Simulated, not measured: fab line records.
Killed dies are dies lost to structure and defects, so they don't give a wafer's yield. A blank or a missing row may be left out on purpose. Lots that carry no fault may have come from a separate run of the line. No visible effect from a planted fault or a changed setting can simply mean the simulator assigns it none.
Struck lot and sound lot, side by side :: flow n5-finfet :: 15 steps out of a route of 1938
Sound: the wafers L169.1, L169.4, L169.6. The struck wafers were L189.4, L189.6. The cause is named last.
Each step with rows lists, per side, the tool, then ch with its chambers, then its first start. Under that, the readings that differ: sound wafers :: struck wafers :: difference of the means :: sigmas: that difference in standard deviations of wafers without a fault.
alike: words and numbers the same on both sides, and readings whose means are apart by under 2 such deviations; not compared: readings that were withheld, readings missing a value for some wafer, numbers with overlapping values and no deviation given by the record, and bounds like >300 which may hide the same value.
The two part at a step that has a row with sigmas, a row that says differs or no value, or rows on one side only. Non-overlapping numbers with no deviation appear without sigmas and do not part them. Lack of a reading on every wafer of one side parts them only where that side has two or more wafers.

first, 1 step without rows for these wafers: N5_BEOL_M10_CURE_72 (cures SiCOH lowk, time 120 s).
N5_BEOL_M10_DEGAS_44: time 60 s.
  sound on pvd-sputter-01 at day 11 19:14; struck on pvd-sputter-02 at day 17 07:51
  alike: heater-power-w
then, 1 step without rows for these wafers: N5_BEOL_M10_PRE_CLEAN_45 (time 30 s).
N5_BEOL_M10_ALD_74: deposits TaN, target thk 2 nm, pulse time 2 s, purge time 3 s.
  sound on ald-metal-02 ch 0,1,3, day 11 19:20; struck on ald-metal-04 ch 0, day 17 07:59
  alike: heater-power-w, precursor-vessel-carrier-sccm
N5_BEOL_M10_SURFACE_TREAT_76:
  sound on pvd-sputter-01 at day 11 19:49; struck on pvd-sputter-02 at day 17 08:17
  not compared: throttle-valve-pct
then, 1 step without rows for these wafers: N5_BEOL_M10_CVD_75 (deposits Co from CCTBA/H2, target thk 2 nm, time 138.9 s).
N5_BEOL_M10_SPUTTER_48: material Cu, target thk 12 nm, time 2 s.
  sound on pvd-sputter-01 at day 11 20:01; struck on pvd-sputter-01 at day 17 09:51
  alike: chuck-gas-flow-sccm, throttle-valve-pct
then, 1 step without rows for these wafers: N5_BEOL_M10_ECD_50 (material Cu, target thk 318 nm).
N5_BEOL_M10_ANNEAL_51: time 90 s.
  sound on rtp-anneal-02 ch 0, day 11 20:14; struck on rtp-anneal-01 ch 0, day 17 10:13
  alike: wafer_temp_C_max
then, 1 step without rows for these wafers: N5_BEOL_M10_CMP_52 (polishes, stops on SiCOH lowk, t overpolish 7 s, target thk 140 nm).
N5_BEOL_M10_THK_MEAS_53: measures by xrf.
  sound on film-metro-01 at day 11 20:50; struck on film-metro-01 at day 17 10:46
  alike: M10_THK
then, 1 step without rows for these wafers: N5_BEOL_M10_PRE_CLEAN_55 (time 15 s).
N5_BEOL_M10_DEP_56: deposits SiCN from 3MS/NH3, target thk 15 nm, time 26.5 s.
  sound on pecvd-03 ch 1,2, day 11 20:54; struck on pecvd-03 ch 0,2, day 17 10:51
reading: model.SiCN_of_BEOL_M10_DEP_56.thk-nm (nm)
sound: 15 15 15
struck: 9.4 9.4
difference: -5.6
sigmas: 
  alike: showerhead-plenum-p-Torr, throttle-valve-pct
N5_BEOL_M10_RS_MEAS_57: a four-point-probe measurement.
  sound on film-metro-02 at day 11 20:58; struck on film-metro-01 at day 17 10:54
  alike: M10_RS
N5_PASSIVATION_PROBE_49:
  only the struck wafers here have rows in the record (prober-01, day 19 06:46); the sound ones have none

WHERE THEY PART
At N5_PASSIVATION_PROBE_49 and nowhere else, as far as this record goes.

WHY: the cause the simulator had injected
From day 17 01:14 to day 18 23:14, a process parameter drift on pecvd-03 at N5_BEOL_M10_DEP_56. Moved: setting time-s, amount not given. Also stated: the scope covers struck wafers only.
